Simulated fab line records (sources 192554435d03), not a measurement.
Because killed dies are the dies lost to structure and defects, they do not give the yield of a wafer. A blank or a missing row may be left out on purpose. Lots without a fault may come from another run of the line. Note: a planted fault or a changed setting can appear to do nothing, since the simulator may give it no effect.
Matching of chambers | flow n5 finfet | rie diel-03 running N5_BEOL_M5_ETCH_62: 4 sister chambers
The step etches SOC in N2/H2, target depth 75 nm, overetch 15 nm, time 112.5 s. 14 wafers are shown with their chamber, then 7 later ones without.

== EACH WAFER AND ITS CHAMBER ==
wafer  | chamber | drypump motor current A (A) | showerhead plenum p Torr (Torr) | rf vpp V (V)
L075.1 | 1       | 5.9                         | 2.61                            | 525
L075.4 | 1       | 5.9                         | 2.61                            | 526
L075.5 | 2       | 5.9                         | 2.41                            | 519
L077.2 | 3       | 6.5                         | 2.53                            | 524
L077.3 | 2       | 6.0                         | 2.41                            | 521
L077.6 | 3       | 6.5                         | 2.53                            | 524
L085.2 | 3       | 6.5                         | 2.52                            | 524
L085.3 | 0       | 5.2                         | 2.48                            | 523
L085.6 | 1       | 5.9                         | 2.60                            | 526
L086.3 | 3       | 6.4                         | 2.52                            | 524
L086.5 | 2       | 6.0                         | 2.40                            | 520
L086.6 | 1       | 5.9                         | 2.60                            | 526
L089.1 | 0       | 5.2                         | 2.47                            | 522
L089.2 | 2       | 6.0                         | 2.40                            | 521

SIGNATURES (means of the wafers above)
reading                  | chamber 0 | chamber 1 | chamber 2 | chamber 3 | scatter within a chamber
drypump motor current A  | 5.200     | 5.900     | 5.975     | 6.475     | 0.0387
showerhead plenum p Torr | 2.4750    | 2.6050    | 2.4050    | 2.5250    | 0.00592
rf vpp V                 | 522.50    | 525.75    | 520.25    | 524.00    | 0.632
Rule: for a wafer and a chamber, the distance is found by dividing, reading by reading, the gap between the wafer's reading and the chamber's mean by the reading's scatter, squaring, summing and taking the root. The wafer belongs to the nearest chamber; if the next one is less than 2 further off, it can't be placed. How the scatter is found: for the shown wafers, subtract from each reading the mean of its chamber, square and add these, divide the total by (wafers less chambers), then take the root.

== WAFERS WHOSE CHAMBER IS MISSING ==
wafer  | drypump motor current A (A) | showerhead plenum p Torr (Torr) | rf vpp V (V)
L089.5 | 6.4                         | 2.52                            | 523
L094.1 | 5.9                         | 2.59                            | 524
L094.3 | 6.0                         | 2.72                            | 529
L094.4 | 6.5                         | 2.51                            | 523
L096.1 | 5.9                         | 2.59                            | 524
L096.5 | 6.0                         | 2.72                            | 529
L096.6 | 6.5                         | 2.51                            | 523

== THE CHAMBER EACH PASSED THROUGH ==
wafer  | from the rows above | in truth
L089.5 | 3                   | 3
L094.1 | 1                   | 1
L094.3 | 1                   | 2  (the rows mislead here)
L094.4 | 3                   | 3
L096.1 | 1                   | 1
L096.5 | 1                   | 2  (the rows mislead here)
L096.6 | 3                   | 3
Correct placement for 5 of the 7. Number that these rows cannot place: 0. Wrongly placed: 2.
